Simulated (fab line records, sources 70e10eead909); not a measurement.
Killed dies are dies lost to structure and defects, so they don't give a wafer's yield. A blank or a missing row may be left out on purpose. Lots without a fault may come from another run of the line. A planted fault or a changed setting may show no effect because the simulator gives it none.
Chamber matching | flow nand_harc | NHARC_A_CONTACT_ETCH_90 on rie_diel-09: 4 sister chambers
The step etches the open film in CH3F/O2, target depth 40 nm, time 85.7 s. 20 wafers are shown with their chamber, then 10 later ones without.

WAFERS WITH THEIR CHAMBER
wafer  | chamber | drypump_motor_current_A (A) | showerhead_plenum_p_Torr (Torr) | rf_vpp_V (V)
L075.2 | 0       | 5.3                         | 2.59                            | 246.3
L075.3 | 2       | 5.6                         | 2.29                            | 242.1
L075.5 | 0       | 5.3                         | 2.59                            | 245.6
L077.3 | 1       | 5.7                         | 2.28                            | 242.1
L077.4 | 3       | 6.2                         | 2.31                            | 242.2
L077.5 | 1       | 5.7                         | 2.28                            | 241.2
L079.1 | 3       | 6.2                         | 2.30                            | 243.0
L079.4 | 0       | 5.3                         | 2.59                            | 246.9
L079.6 | 3       | 6.2                         | 2.30                            | 242.3
L080.2 | 0       | 5.3                         | 2.59                            | 244.2
L080.4 | 2       | 5.6                         | 2.29                            | 241.5
L080.6 | 2       | 5.7                         | 2.29                            | 241.4
L086.1 | 1       | 5.7                         | 2.27                            | 241.9
L086.2 | 0       | 5.3                         | 2.59                            | 245.4
L086.5 | 0       | 5.3                         | 2.59                            | 245.5
L089.1 | 1       | 5.7                         | 2.27                            | 241.7
L089.2 | 0       | 5.3                         | 2.58                            | 246.0
L089.3 | 2       | 5.6                         | 2.28                            | 241.4
L090.1 | 0       | 5.3                         | 2.58                            | 245.9
L090.4 | 2       | 5.6                         | 2.28                            | 243.5

SIGNATURES (means of the wafers above)
reading                  | chamber 0 | chamber 1 | chamber 2 | chamber 3 | scatter within a chamber
drypump_motor_current_A  | 5.300     | 5.700     | 5.620     | 6.200     | 0.0224
showerhead_plenum_p_Torr | 2.5875    | 2.2750    | 2.2860    | 2.3033    | 0.00522
rf_vpp_V                 | 245.725   | 241.725   | 241.980   | 242.500   | 0.723
Rule: a wafer's distance from a chamber is the root of the sum, over the readings, of the square of ((its reading less the chamber's mean) divided by the reading's scatter). The wafer belongs to the nearest chamber; if the next one is less than 2 further off, it can't be placed. The scatter: the root of (the sum of the squares of (reading less its chamber's mean) over the shown wafers, divided by (wafers less chambers)).

WAFERS WITHOUT THEIR CHAMBER
wafer  | drypump_motor_current_A (A) | showerhead_plenum_p_Torr (Torr) | rf_vpp_V (V)
L090.5 | 5.7                         | 2.27                            | 241.8
L095.1 | 5.3                         | 2.58                            | 245.7
L095.2 | 5.7                         | 2.66                            | 247.8
L095.5 | 5.3                         | 2.58                            | 245.2
L094.1 | 6.2                         | 2.30                            | 241.4
L094.2 | 5.3                         | 2.58                            | 247.2
L094.5 | 5.6                         | 2.28                            | 241.9
L096.3 | 5.7                         | 2.28                            | 242.3
L096.5 | 6.2                         | 2.29                            | 242.4
L096.6 | 5.3                         | 2.58                            | 245.9

WHICH CHAMBER EACH WENT THROUGH
wafer  | from the rows above | in truth
L090.5 | 1                   | 1
L095.1 | 0                   | 0
L095.2 | 0                   | 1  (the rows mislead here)
L095.5 | 0                   | 0
L094.1 | 3                   | 3
L094.2 | 0                   | 0
L094.5 | 2                   | 2
L096.3 | 1                   | 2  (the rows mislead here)
L096.5 | 3                   | 3
L096.6 | 0                   | 0
Placed correctly: 8 of 10. Can't be placed from these rows: 0. Placed wrongly: 2.
